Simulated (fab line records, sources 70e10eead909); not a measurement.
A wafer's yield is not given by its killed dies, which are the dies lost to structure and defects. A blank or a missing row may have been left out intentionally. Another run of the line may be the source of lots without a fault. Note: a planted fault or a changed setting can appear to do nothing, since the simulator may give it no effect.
fab line records / flow nand_harc / part 2 of 2: steps 26 to 38 of 38
record: lots: 5 wafers: 15 last_day: 32
route steps=1302 shown THIN_TSV@1254
lots that met no fault: from a run of the same line without faults
start_h: start of the lot's first displayed wafer, in hours after the record's first day / wait_h: time in hours since the lot's previous step / " same as the row above / L1.1+2: several wafers, shown together as one row / - value missing, or start not given / * or withheld: withheld / < > ~ a bound
route shown NAME@n: NAME is a module with steps in the file, n the number in the route of the first one / usual: mean/standard deviation of fault-free wafers / same: alike in all rows / chamber/n: place in a boat / sites: the reading at each site / _std_site: standard deviation across them / _edge_site: mean of outer sites minus mean of inner sites / radius_mm: for every site, how far away it sits from the centre of the wafer / mask NAME#n: copy n / behind: the last tool/chamber to shape the wafer / hold: the reason the lot was held/the length of the hold in hours/how it ended / device: names the non-switching transistor (n, p or np) / end of line: at the end of the route, the tests of the same wafers / step lacking rows: just its recipe / killed: dies that structure and defects cost at the first sort, which is not the same as the wafer's yield / map: per-die view of a wafer (x killed, . not killed, _ where there is no die)
set.NAME: the run value of the setting; set.NAME@STEP: its run value at that earlier step / model.NAME: the simulator's own value behind a step, which no gauge read
lots at selected steps of the route; one table per step, one row per wafer
services: the hour from which a tool's chamber was out of use, counted from the record's first day as start_h (under 0 if before that day), plus the number of hours and why
== steps ==
step: NHARC_THIN_TSV_PRE_CLEAN_54
recipe: time_s: 30 temp_c: 280 gas: H2/He
usual: heater_power_w: 408/44
lot.wafer=L078.3 tool=pvd_sputter-03 chamber=- start_h=591.60 wait_h=0.0 heater_power_w=388
lot.wafer=L078.1 tool=pvd_sputter-03 chamber=- start_h=591.60 wait_h=0.0 heater_power_w=364
lot.wafer=L078.6 tool=pvd_sputter-03 chamber=- start_h=591.60 wait_h=0.0 heater_power_w=431
lot.wafer=L081.2 tool=pvd_sputter-02 chamber=- start_h=650.25 wait_h=0.1 heater_power_w=483
lot.wafer=L081.6 tool=pvd_sputter-02 chamber=- start_h=650.25 wait_h=0.1 heater_power_w=409
lot.wafer=L081.5 tool=pvd_sputter-02 chamber=- start_h=650.25 wait_h=0.1 heater_power_w=392
lot.wafer=L089.1 tool=pvd_sputter-01 chamber=- start_h=703.27 wait_h=0.0 heater_power_w=400
lot.wafer=L089.4 tool=pvd_sputter-01 chamber=- start_h=703.27 wait_h=0.0 heater_power_w=339
lot.wafer=L089.2 tool=pvd_sputter-01 chamber=- start_h=703.27 wait_h=0.0 heater_power_w=440
lot.wafer=L094.2 tool=pvd_sputter-02 chamber=- start_h=752.93 wait_h=0.1 heater_power_w=477
lot.wafer=L094.5 tool=pvd_sputter-02 chamber=- start_h=752.93 wait_h=0.1 heater_power_w=394
lot.wafer=L094.6 tool=pvd_sputter-02 chamber=- start_h=752.93 wait_h=0.1 heater_power_w=461
lot.wafer=L093.3 tool=pvd_sputter-01 chamber=- start_h=754.10 wait_h=0.0 heater_power_w=456
lot.wafer=L093.1 tool=pvd_sputter-01 chamber=- start_h=754.10 wait_h=0.0 heater_power_w=334
lot.wafer=L093.5 tool=pvd_sputter-01 chamber=- start_h=754.10 wait_h=0.0 heater_power_w=416
step: NHARC_THIN_TSV_PVD_55
recipe: target_thk_a: 500 material: TiN
lot.wafer=L078.3+1+6 tool=pvd_sputter-03 chamber=- start_h=591.66 wait_h=0.1
lot.wafer=L081.2+6+5 tool=pvd_sputter-02 chamber=- start_h=650.37 wait_h=0.1
lot.wafer=L089.4+2+1 tool=pvd_sputter-01 chamber=- start_h=703.34 wait_h=0.1
lot.wafer=L094.2+5+6 tool=pvd_sputter-02 chamber=- start_h=753.06 wait_h=0.1
lot.wafer=L093.3+1+5 tool=pvd_sputter-01 chamber=- start_h=754.18 wait_h=0.1
step: NHARC_THIN_TSV_PVD_24
recipe: target_thk_a: 8000 power_w: withheld chamber_pressure_pa: withheld substrate_temp_c: withheld time_s: withheld gas: Ar material: Al
lot.wafer=L078.3+1+6 tool=pvd_sputter-03 chamber=- start_h=591.82 wait_h=0.1
lot.wafer=L081.2+5+6 tool=pvd_sputter-02 chamber=- start_h=650.55 wait_h=0.2
lot.wafer=L089.4+2+1 tool=pvd_sputter-01 chamber=- start_h=703.49 wait_h=0.1
lot.wafer=L094.2+5+6 tool=pvd_sputter-02 chamber=- start_h=753.26 wait_h=0.2
lot.wafer=L093.3+1+5 tool=pvd_sputter-01 chamber=- start_h=754.33 wait_h=0.1
step: NHARC_THIN_TSV_DEHYDRATE_25
recipe: temp_c: 150 time_s: 120
usual: exhaust_pa: 45.0/0.75
lot.wafer=L078.1 tool=litho_track-07 chamber=0 start_h=592.23 wait_h=- exhaust_pa=44.6
lot.wafer=L078.3 tool=litho_track-07 chamber=0 start_h=592.23 wait_h=- exhaust_pa=45.4
lot.wafer=L078.6 tool=litho_track-07 chamber=0 start_h=592.23 wait_h=- exhaust_pa=45.4
lot.wafer=L081.2 tool=litho_track-07 chamber=0 start_h=650.90 wait_h=- exhaust_pa=45.3
lot.wafer=L081.5 tool=litho_track-07 chamber=0 start_h=650.90 wait_h=- exhaust_pa=45.3
lot.wafer=L081.6 tool=litho_track-07 chamber=0 start_h=650.90 wait_h=- exhaust_pa=46.8
lot.wafer=L089.1 tool=litho_track-07 chamber=0 start_h=703.90 wait_h=- exhaust_pa=45.4
lot.wafer=L089.2 tool=litho_track-07 chamber=0 start_h=703.90 wait_h=- exhaust_pa=45.9
lot.wafer=L089.4 tool=litho_track-07 chamber=0 start_h=703.90 wait_h=- exhaust_pa=43.5
lot.wafer=L094.2 tool=litho_track-03 chamber=0 start_h=753.56 wait_h=- exhaust_pa=44.4
lot.wafer=L094.5 tool=litho_track-03 chamber=0 start_h=753.56 wait_h=- exhaust_pa=44.5
lot.wafer=L094.6 tool=litho_track-03 chamber=0 start_h=753.56 wait_h=- exhaust_pa=45.4
lot.wafer=L093.1 tool=litho_track-07 chamber=0 start_h=754.74 wait_h=- exhaust_pa=46.6
lot.wafer=L093.3 tool=litho_track-07 chamber=0 start_h=754.74 wait_h=- exhaust_pa=45.0
lot.wafer=L093.5 tool=litho_track-07 chamber=0 start_h=754.74 wait_h=- exhaust_pa=46.6
step: NHARC_THIN_TSV_HMDS_26
recipe: time_s: 30
usual: exhaust_pa: 44.9/0.81
lot.wafer=L078.1 tool=litho_track-07 chamber=0 start_h=- wait_h=- exhaust_pa=45.7
lot.wafer=L078.3 tool=litho_track-07 chamber=0 start_h=- wait_h=- exhaust_pa=45.4
lot.wafer=L078.6 tool=litho_track-07 chamber=0 start_h=- wait_h=- exhaust_pa=43.4
lot.wafer=L081.2 tool=litho_track-07 chamber=0 start_h=- wait_h=- exhaust_pa=44.1
lot.wafer=L081.5 tool=litho_track-07 chamber=0 start_h=- wait_h=- exhaust_pa=46.1
lot.wafer=L081.6 tool=litho_track-07 chamber=0 start_h=- wait_h=- exhaust_pa=44.3
lot.wafer=L089.1 tool=litho_track-07 chamber=0 start_h=- wait_h=- exhaust_pa=46.3
lot.wafer=L089.2 tool=litho_track-07 chamber=0 start_h=- wait_h=- exhaust_pa=46.2
lot.wafer=L089.4 tool=litho_track-07 chamber=0 start_h=- wait_h=- exhaust_pa=46.2
lot.wafer=L094.2 tool=litho_track-03 chamber=0 start_h=- wait_h=- exhaust_pa=44.0
lot.wafer=L094.5 tool=litho_track-03 chamber=0 start_h=- wait_h=- exhaust_pa=44.2
lot.wafer=L094.6 tool=litho_track-03 chamber=0 start_h=- wait_h=- exhaust_pa=45.3
lot.wafer=L093.1 tool=litho_track-07 chamber=0 start_h=- wait_h=- exhaust_pa=45.3
lot.wafer=L093.3 tool=litho_track-07 chamber=0 start_h=- wait_h=- exhaust_pa=43.9
lot.wafer=L093.5 tool=litho_track-07 chamber=0 start_h=- wait_h=- exhaust_pa=44.5
step: NHARC_THIN_TSV_COAT_27
recipe: spin_rpm: *
usual: exhaust_pa: 45.3/0.94
lot.wafer=L078.1 tool=litho_track-07 chamber=0 start_h=- wait_h=- exhaust_pa=44.4
lot.wafer=L078.3 tool=litho_track-07 chamber=0 start_h=- wait_h=- exhaust_pa=44.5
lot.wafer=L078.6 tool=litho_track-07 chamber=0 start_h=- wait_h=- exhaust_pa=44.0
lot.wafer=L081.2 tool=litho_track-07 chamber=0 start_h=- wait_h=- exhaust_pa=46.4
lot.wafer=L081.5 tool=litho_track-07 chamber=0 start_h=- wait_h=- exhaust_pa=44.7
lot.wafer=L081.6 tool=litho_track-07 chamber=0 start_h=- wait_h=- exhaust_pa=45.8
lot.wafer=L089.1 tool=litho_track-07 chamber=0 start_h=- wait_h=- exhaust_pa=46.2
lot.wafer=L089.2 tool=litho_track-07 chamber=0 start_h=- wait_h=- exhaust_pa=45.2
lot.wafer=L089.4 tool=litho_track-07 chamber=0 start_h=- wait_h=- exhaust_pa=45.6
lot.wafer=L094.2 tool=litho_track-03 chamber=0 start_h=- wait_h=- exhaust_pa=44.4
lot.wafer=L094.5 tool=litho_track-03 chamber=0 start_h=- wait_h=- exhaust_pa=44.4
lot.wafer=L094.6 tool=litho_track-03 chamber=0 start_h=- wait_h=- exhaust_pa=42.9
lot.wafer=L093.1 tool=litho_track-07 chamber=0 start_h=- wait_h=- exhaust_pa=44.8
lot.wafer=L093.3 tool=litho_track-07 chamber=0 start_h=- wait_h=- exhaust_pa=44.9
lot.wafer=L093.5 tool=litho_track-07 chamber=0 start_h=- wait_h=- exhaust_pa=46.3
step: NHARC_THIN_TSV_SOFTBAKE_28
recipe: temp_c: 122 time_s: 95
usual: exhaust_pa: 45.2/0.99
lot.wafer=L078.1 tool=litho_track-07 chamber=0 start_h=- wait_h=- exhaust_pa=45.8
lot.wafer=L078.3 tool=litho_track-07 chamber=0 start_h=- wait_h=- exhaust_pa=45.2
lot.wafer=L078.6 tool=litho_track-07 chamber=0 start_h=- wait_h=- exhaust_pa=46.2
lot.wafer=L081.2 tool=litho_track-07 chamber=0 start_h=- wait_h=- exhaust_pa=43.8
lot.wafer=L081.5 tool=litho_track-07 chamber=0 start_h=- wait_h=- exhaust_pa=44.9
lot.wafer=L081.6 tool=litho_track-07 chamber=0 start_h=- wait_h=- exhaust_pa=42.8
lot.wafer=L089.1 tool=litho_track-07 chamber=0 start_h=- wait_h=- exhaust_pa=45.4
lot.wafer=L089.2 tool=litho_track-07 chamber=0 start_h=- wait_h=- exhaust_pa=44.1
lot.wafer=L089.4 tool=litho_track-07 chamber=0 start_h=- wait_h=- exhaust_pa=45.7
lot.wafer=L094.2 tool=litho_track-03 chamber=0 start_h=- wait_h=- exhaust_pa=44.2
lot.wafer=L094.5 tool=litho_track-03 chamber=0 start_h=- wait_h=- exhaust_pa=44.7
lot.wafer=L094.6 tool=litho_track-03 chamber=0 start_h=- wait_h=- exhaust_pa=44.4
lot.wafer=L093.1 tool=litho_track-07 chamber=0 start_h=- wait_h=- exhaust_pa=45.6
lot.wafer=L093.3 tool=litho_track-07 chamber=0 start_h=- wait_h=- exhaust_pa=45.8
lot.wafer=L093.5 tool=litho_track-07 chamber=0 start_h=- wait_h=- exhaust_pa=46.3
step: NHARC_THIN_TSV_EBR_29
usual: exhaust_pa: 45.1/0.8
lot.wafer=L078.1 tool=litho_track-07 chamber=0 start_h=- wait_h=- exhaust_pa=45.3
lot.wafer=L078.3 tool=litho_track-07 chamber=0 start_h=- wait_h=- exhaust_pa=44.9
lot.wafer=L078.6 tool=litho_track-07 chamber=0 start_h=- wait_h=- exhaust_pa=46.2
lot.wafer=L081.2 tool=litho_track-07 chamber=0 start_h=- wait_h=- exhaust_pa=44.8
lot.wafer=L081.5 tool=litho_track-07 chamber=0 start_h=- wait_h=- exhaust_pa=44.6
lot.wafer=L081.6 tool=litho_track-07 chamber=0 start_h=- wait_h=- exhaust_pa=44.6
lot.wafer=L089.1 tool=litho_track-07 chamber=0 start_h=- wait_h=- exhaust_pa=45.4
lot.wafer=L089.2 tool=litho_track-07 chamber=0 start_h=- wait_h=- exhaust_pa=44.9
lot.wafer=L089.4 tool=litho_track-07 chamber=0 start_h=- wait_h=- exhaust_pa=45.5
lot.wafer=L094.2 tool=litho_track-03 chamber=0 start_h=- wait_h=- exhaust_pa=46.2
lot.wafer=L094.5 tool=litho_track-03 chamber=0 start_h=- wait_h=- exhaust_pa=46.2
lot.wafer=L094.6 tool=litho_track-03 chamber=0 start_h=- wait_h=- exhaust_pa=46.2
lot.wafer=L093.1 tool=litho_track-07 chamber=0 start_h=- wait_h=- exhaust_pa=46.7
lot.wafer=L093.3 tool=litho_track-07 chamber=0 start_h=- wait_h=- exhaust_pa=44.1
lot.wafer=L093.5 tool=litho_track-07 chamber=0 start_h=- wait_h=- exhaust_pa=43.9
step: NHARC_THIN_TSV_EXPOSE_30
recipe: na: 0.55 dose_mj: 11.47 mask_id: PAD
lot.wafer=L078.1+3+6 tool=krf_scanner-04 chamber=0 start_h=592.51 wait_h=- mask=PAD#0
lot.wafer=L081.2+5+6 tool=krf_scanner-02 chamber=0 start_h=651.18 wait_h=- mask=PAD#0
lot.wafer=L089.1+2+4 tool=krf_scanner-01 chamber=0 start_h=704.17 wait_h=- mask=PAD#0
lot.wafer=L094.2+5+6 tool=krf_scanner-02 chamber=0 start_h=753.84 wait_h=- mask=PAD#0
lot.wafer=L093.1+3+5 tool=krf_scanner-04 chamber=0 start_h=755.01 wait_h=- mask=PAD#0
step: NHARC_THIN_TSV_PEB_31
recipe: peb_temp_c: 118 peb_time_s: 85
usual: exhaust_pa: 45.3/0.9
same: peb_time_s: 85
lot.wafer=L078.1 tool=litho_track-07 chamber=0 start_h=592.58 wait_h=0.1 exhaust_pa=44.8
lot.wafer=L078.3 tool=litho_track-07 chamber=0 start_h=592.58 wait_h=0.1 exhaust_pa=46.0
lot.wafer=L078.6 tool=litho_track-07 chamber=0 start_h=592.58 wait_h=0.1 exhaust_pa=44.5
lot.wafer=L081.2 tool=litho_track-07 chamber=0 start_h=651.25 wait_h=0.1 exhaust_pa=45.4
lot.wafer=L081.5 tool=litho_track-07 chamber=0 start_h=651.25 wait_h=0.1 exhaust_pa=44.7
lot.wafer=L081.6 tool=litho_track-07 chamber=0 start_h=651.25 wait_h=0.1 exhaust_pa=44.6
lot.wafer=L089.1 tool=litho_track-07 chamber=0 start_h=704.24 wait_h=0.1 exhaust_pa=45.0
lot.wafer=L089.2 tool=litho_track-07 chamber=0 start_h=704.24 wait_h=0.1 exhaust_pa=45.8
lot.wafer=L089.4 tool=litho_track-07 chamber=0 start_h=704.24 wait_h=0.1 exhaust_pa=45.2
lot.wafer=L094.2 tool=litho_track-07 chamber=0 start_h=753.90 wait_h=0.1 exhaust_pa=46.1
lot.wafer=L094.5 tool=litho_track-07 chamber=0 start_h=753.90 wait_h=0.1 exhaust_pa=45.9
lot.wafer=L094.6 tool=litho_track-07 chamber=0 start_h=753.90 wait_h=0.1 exhaust_pa=45.8
lot.wafer=L093.1 tool=litho_track-07 chamber=0 start_h=755.08 wait_h=0.1 exhaust_pa=45.5
lot.wafer=L093.3 tool=litho_track-07 chamber=0 start_h=755.08 wait_h=0.1 exhaust_pa=44.6
lot.wafer=L093.5 tool=litho_track-07 chamber=0 start_h=755.08 wait_h=0.1 exhaust_pa=44.4
step: NHARC_THIN_TSV_DEVELOP_32
recipe: time_s: 70
usual: exhaust_pa: 44.8/0.82
lot.wafer=L078.1 tool=litho_track-07 chamber=0 start_h=- wait_h=- exhaust_pa=43.8
lot.wafer=L078.3 tool=litho_track-07 chamber=0 start_h=- wait_h=- exhaust_pa=44.2
lot.wafer=L078.6 tool=litho_track-07 chamber=0 start_h=- wait_h=- exhaust_pa=45.0
lot.wafer=L081.2 tool=litho_track-07 chamber=0 start_h=- wait_h=- exhaust_pa=42.7
lot.wafer=L081.5 tool=litho_track-07 chamber=0 start_h=- wait_h=- exhaust_pa=44.9
lot.wafer=L081.6 tool=litho_track-07 chamber=0 start_h=- wait_h=- exhaust_pa=46.2
lot.wafer=L089.1 tool=litho_track-07 chamber=0 start_h=- wait_h=- exhaust_pa=46.1
lot.wafer=L089.2 tool=litho_track-07 chamber=0 start_h=- wait_h=- exhaust_pa=44.9
lot.wafer=L089.4 tool=litho_track-07 chamber=0 start_h=- wait_h=- exhaust_pa=46.2
lot.wafer=L094.2 tool=litho_track-07 chamber=0 start_h=- wait_h=- exhaust_pa=43.1
lot.wafer=L094.5 tool=litho_track-07 chamber=0 start_h=- wait_h=- exhaust_pa=45.8
lot.wafer=L094.6 tool=litho_track-07 chamber=0 start_h=- wait_h=- exhaust_pa=45.8
lot.wafer=L093.1 tool=litho_track-07 chamber=0 start_h=- wait_h=- exhaust_pa=43.9
lot.wafer=L093.3 tool=litho_track-07 chamber=0 start_h=- wait_h=- exhaust_pa=44.8
lot.wafer=L093.5 tool=litho_track-07 chamber=0 start_h=- wait_h=- exhaust_pa=44.2
step: NHARC_THIN_TSV_CD_MEAS_33
recipe: target_cd_nm: 5000 landing_energy_ev: 500
usual: cd_nm: 4998.8/2
lot.wafer=L078.1 tool=cd_sem-02 chamber=0 start_h=592.67 wait_h=- cd_nm=5001.2
lot.wafer=L078.3 tool=cd_sem-02 chamber=0 start_h=592.67 wait_h=- cd_nm=5001.7
lot.wafer=L078.6 tool=cd_sem-02 chamber=0 start_h=592.67 wait_h=- cd_nm=4996.9
lot.wafer=L081.2 tool=cd_sem-02 chamber=0 start_h=651.34 wait_h=- cd_nm=5000.6
lot.wafer=L081.5 tool=cd_sem-02 chamber=0 start_h=651.34 wait_h=- cd_nm=4996.2
lot.wafer=L081.6 tool=cd_sem-02 chamber=0 start_h=651.34 wait_h=- cd_nm=4996.8
lot.wafer=L089.1 tool=cd_sem-03 chamber=0 start_h=704.33 wait_h=- cd_nm=4996.3
lot.wafer=L089.2 tool=cd_sem-03 chamber=0 start_h=704.33 wait_h=- cd_nm=4999.5
lot.wafer=L089.4 tool=cd_sem-03 chamber=0 start_h=704.33 wait_h=- cd_nm=4999.3
lot.wafer=L094.2 tool=cd_sem-01 chamber=0 start_h=753.99 wait_h=- cd_nm=5000.9
lot.wafer=L094.5 tool=cd_sem-01 chamber=0 start_h=753.99 wait_h=- cd_nm=4997.0
lot.wafer=L094.6 tool=cd_sem-01 chamber=0 start_h=753.99 wait_h=- cd_nm=4999.3
lot.wafer=L093.1 tool=cd_sem-02 chamber=0 start_h=755.17 wait_h=- cd_nm=4995.3
lot.wafer=L093.3 tool=cd_sem-02 chamber=0 start_h=755.17 wait_h=- cd_nm=4994.9
lot.wafer=L093.5 tool=cd_sem-02 chamber=0 start_h=755.17 wait_h=- cd_nm=4998.1
step: NHARC_THIN_TSV_HARDBAKE_34
recipe: temp_c: 125 time_s: 80
usual: exhaust_pa: 45.0/0.91
lot.wafer=L078.1 tool=litho_track-02 chamber=0 start_h=592.75 wait_h=- exhaust_pa=45.1
lot.wafer=L078.3 tool=litho_track-02 chamber=0 start_h=592.75 wait_h=- exhaust_pa=44.1
lot.wafer=L078.6 tool=litho_track-02 chamber=0 start_h=592.75 wait_h=- exhaust_pa=44.3
lot.wafer=L081.2 tool=litho_track-07 chamber=0 start_h=651.42 wait_h=- exhaust_pa=46.0
lot.wafer=L081.5 tool=litho_track-07 chamber=0 start_h=651.42 wait_h=- exhaust_pa=45.4
lot.wafer=L081.6 tool=litho_track-07 chamber=0 start_h=651.42 wait_h=- exhaust_pa=45.0
lot.wafer=L089.1 tool=litho_track-02 chamber=0 start_h=704.41 wait_h=- exhaust_pa=43.3
lot.wafer=L089.2 tool=litho_track-02 chamber=0 start_h=704.41 wait_h=- exhaust_pa=44.1
lot.wafer=L089.4 tool=litho_track-02 chamber=0 start_h=704.41 wait_h=- exhaust_pa=44.4
lot.wafer=L094.2 tool=litho_track-03 chamber=0 start_h=754.07 wait_h=- exhaust_pa=45.1
lot.wafer=L094.5 tool=litho_track-03 chamber=0 start_h=754.07 wait_h=- exhaust_pa=44.5
lot.wafer=L094.6 tool=litho_track-03 chamber=0 start_h=754.07 wait_h=- exhaust_pa=44.1
lot.wafer=L093.1 tool=litho_track-03 chamber=0 start_h=755.25 wait_h=- exhaust_pa=45.3
lot.wafer=L093.3 tool=litho_track-03 chamber=0 start_h=755.25 wait_h=- exhaust_pa=44.5
lot.wafer=L093.5 tool=litho_track-03 chamber=0 start_h=755.25 wait_h=- exhaust_pa=45.5
== services ==
tool=litho_track-02 chamber=- start_h=577.00 hours=7.0 kind=pm
tool=pvd_sputter-01 chamber=- start_h=582.00 hours=10.0 kind=pm
tool=rie_diel-04 chamber=- start_h=583.21 hours=1.2 kind=repair
tool=litho_track-07 chamber=- start_h=601.00 hours=7.0 kind=pm
tool=pvd_sputter-02 chamber=- start_h=602.72 hours=1.9 kind=repair
tool=plasma_asher-02 chamber=- start_h=603.15 hours=9.0 kind=pm
tool=krf_scanner-02 chamber=- start_h=608.50 hours=0.5 kind=repair
tool=krf_scanner-02 chamber=- start_h=610.00 hours=4.0 kind=pm
tool=litho_track-03 chamber=- start_h=625.00 hours=7.0 kind=pm
tool=rie_diel-03 chamber=- start_h=635.30 hours=9.0 kind=pm
tool=pvd_sputter-02 chamber=- start_h=638.04 hours=10.0 kind=pm
tool=rie_diel-03 chamber=0 start_h=662.72 hours=15.4 kind=repair
tool=rie_diel-04 chamber=2 start_h=663.02 hours=22.0 kind=repair
tool=wet_bench-10 chamber=- start_h=663.20 hours=8.0 kind=pm
tool=rie_diel-03 chamber=1 start_h=672.78 hours=2.8 kind=repair
tool=rie_diel-04 chamber=0 start_h=683.46 hours=8.5 kind=repair
tool=rie_diel-03 chamber=- start_h=692.76 hours=2.2 kind=repair
tool=pvd_sputter-03 chamber=- start_h=706.59 hours=10.0 kind=pm
tool=rie_diel-03 chamber=0 start_h=708.93 hours=1.6 kind=repair
tool=rie_diel-04 chamber=- start_h=708.99 hours=9.0 kind=pm
tool=pvd_sputter-01 chamber=- start_h=713.55 hours=1.3 kind=repair
tool=pvd_sputter-03 chamber=- start_h=717.21 hours=0.5 kind=repair
tool=rie_diel-04 chamber=3 start_h=736.89 hours=9.0 kind=repair
tool=litho_track-02 chamber=- start_h=752.00 hours=7.0 kind=pm
